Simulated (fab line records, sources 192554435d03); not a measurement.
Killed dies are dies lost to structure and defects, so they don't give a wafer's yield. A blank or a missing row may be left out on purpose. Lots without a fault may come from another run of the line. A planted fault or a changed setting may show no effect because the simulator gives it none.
Split-lot experiment | flow n5_finfet | 7 lots, 39 wafers read, on a route of 1938 steps

THE SPLIT
At N5_STI_FIN_REVEAL_ALD_00 (deposits SiO2, target thk 1 nm, pulse time 1 s), the setting target_thk_a was moved away from the recipe's 10 angstrom on 15 of the 39 wafers read, by -50.4% to +53.2%. The other wafers ran this setting at the recipe's value.

The reading is taken at the split's own step.

THE READING
SiO2_of_STI_FIN_REVEAL_ALD_00.thk_nm (the simulator's own value, which no gauge read), in nm, at N5_STI_FIN_REVEAL_ALD_00 (deposits SiO2, target thk 1 nm, pulse time 1 s). The file gives no usual value for it.

wafer  | tool, chamber at the split | target_thk_a as run, angstrom | against the recipe | SiO2_of_STI_FIN_REVEAL_ALD_00.thk_nm, nm | against lot-mates on the recipe
L075.1 | ald_sin-03, 0,1,1          | 6.737                         | -32.6%             | 0.6                                      | -0.4
L075.3 | ald_sin-03, 0,1,1          | 6.737                         | -32.6%             | 0.6                                      | -0.4
L075.6 | ald_sin-03, 0,1,1          | 6.737                         | -32.6%             | 0.6                                      | -0.4
L075.2 | ald_sin-03, 2,3,2          | 10                            | recipe             | 1                                        | -
L075.4 | ald_sin-03, 2,3,2          | 10                            | recipe             | 1                                        | -
L075.5 | ald_sin-03, 2,3,2          | 10                            | recipe             | 1                                        | -
L079.1 | ald_sin-01, 3,2,1          | 10                            | recipe             | 1                                        | -
L079.3 | ald_sin-01, 3,2,1          | 10                            | recipe             | 1                                        | -
L079.5 | ald_sin-01, 3,2,1          | 10                            | recipe             | 1                                        | -
L079.2 | ald_sin-01, 1,0,2          | 5.295                         | -47.1%             | 0.6                                      | -0.4
L079.4 | ald_sin-01, 1,0,2          | 5.295                         | -47.1%             | 0.6                                      | -0.4
L079.6 | ald_sin-01, 1,0,2          | 5.295                         | -47.1%             | 0.6                                      | -0.4
L082.1 | ald_sin-02, 0,2,3          | 10                            | recipe             | 1                                        | -
L082.2 | ald_sin-02, 0,2,3          | 10                            | recipe             | 1                                        | -
L082.4 | ald_sin-02, 0,2,3          | 10                            | recipe             | 1                                        | -
L082.3 | ald_sin-02, 1              | 4.962                         | -50.4%             | 0.4                                      | -0.6
L082.5 | ald_sin-02, 0,3            | 4.962                         | -50.4%             | 0.6                                      | -0.4
L082.6 | ald_sin-02, 0,3            | 4.962                         | -50.4%             | 0.6                                      | -0.4
L088.1 | ald_sin-01, 0,2,1          | 10                            | recipe             | 1                                        | -
L088.3 | ald_sin-01, 0,2,1          | 10                            | recipe             | 1                                        | -
L088.5 | ald_sin-01, 0,2,1          | 10                            | recipe             | 1                                        | -
L088.2 | ald_sin-01, 3,1,2          | 12.48                         | +24.8%             | 1.2                                      | +0.2
L088.4 | ald_sin-01, 3,1,2          | 12.48                         | +24.8%             | 1.2                                      | +0.2
L088.6 | ald_sin-01, 3,1,2          | 12.48                         | +24.8%             | 1.2                                      | +0.2
L092.1 | ald_sin-03, 3,0,0          | 15.32                         | +53.2%             | 1.6                                      | +0.6
L092.3 | ald_sin-03, 3,0,0          | 15.32                         | +53.2%             | 1.6                                      | +0.6
L092.5 | ald_sin-03, 3,0,0          | 15.32                         | +53.2%             | 1.6                                      | +0.6
L092.2 | ald_sin-03, 2,1,1          | 10                            | recipe             | 1                                        | -
L092.4 | ald_sin-03, 2,1,1          | 10                            | recipe             | 1                                        | -
L092.6 | ald_sin-03, 2,1,1          | 10                            | recipe             | 1                                        | -
L093.1 | ald_sin-01, 0,2,3          | 10                            | recipe             | 1                                        | -
L093.3 | ald_sin-01, 0,2,3          | 10                            | recipe             | 1                                        | -
L093.6 | ald_sin-01, 0,2,3          | 10                            | recipe             | 1                                        | -
L094.1 | ald_sin-02, 1,2,3,0,3,2    | 10                            | recipe             | 1                                        | -
L094.2 | ald_sin-02, 1,2,3,0,3,2    | 10                            | recipe             | 1                                        | -
L094.3 | ald_sin-02, 1,2,3,0,3,2    | 10                            | recipe             | 1                                        | -
L094.4 | ald_sin-02, 1,2,3,0,3,2    | 10                            | recipe             | 1                                        | -
L094.5 | ald_sin-02, 1,2,3,0,3,2    | 10                            | recipe             | 1                                        | -
L094.6 | ald_sin-02, 1,2,3,0,3,2    | 10                            | recipe             | 1                                        | -
Where a row lists several chambers, the file gives one row for several wafers and doesn't say which wafer went through which chamber.

THE FIT
A straight line over all 39 wafers: SiO2_of_STI_FIN_REVEAL_ALD_00.thk_nm changes by +0.00998 nm for each +1% of target_thk_a; r = +0.99; the points scatter about the line by 0.047 nm.
The same after taking each lot's own level away (the mean of its wafers on the recipe; 39 wafers): +0.00998 nm for each +1%; r = +0.99; scatter 0.047 nm.
On that fit, the largest move of target_thk_a shifts the reading by 0.53 nm.
The lots' own levels span 1.00 to 1.00 nm.
So the lot-to-lot level changes the slope little: the two slopes agree.
Check: with one of the wafers moved furthest among these (+53.2%) left out of the fit, the line predicts +0.524 nm for it against its lot-mates. It came out at +0.6 nm against them.

OTHER SPLITS ON THESE WAFERS
These wafers also went through other splits before the reading. Each is held against what the fit with the lots' levels taken away leaves over:
other split on the same wafers          | wafers away from the commonest value | r with SiO2_of_STI_FIN_REVEAL_ALD_00.thk_nm (lot level and that fit taken away)
N5_ZERO_LAYER_DEVELOP_10 develop_time_s | 18                                   | +0.05
N5_FIN_SAQP_HM_DEP_72 target_thk_a      | 18                                   | -0.20

THE FILE'S OWN FIT
SiO2_of_STI_FIN_REVEAL_ALD_00.thk_nm changes by +0.00996 nm for each +1% of target_thk_a, r = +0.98.
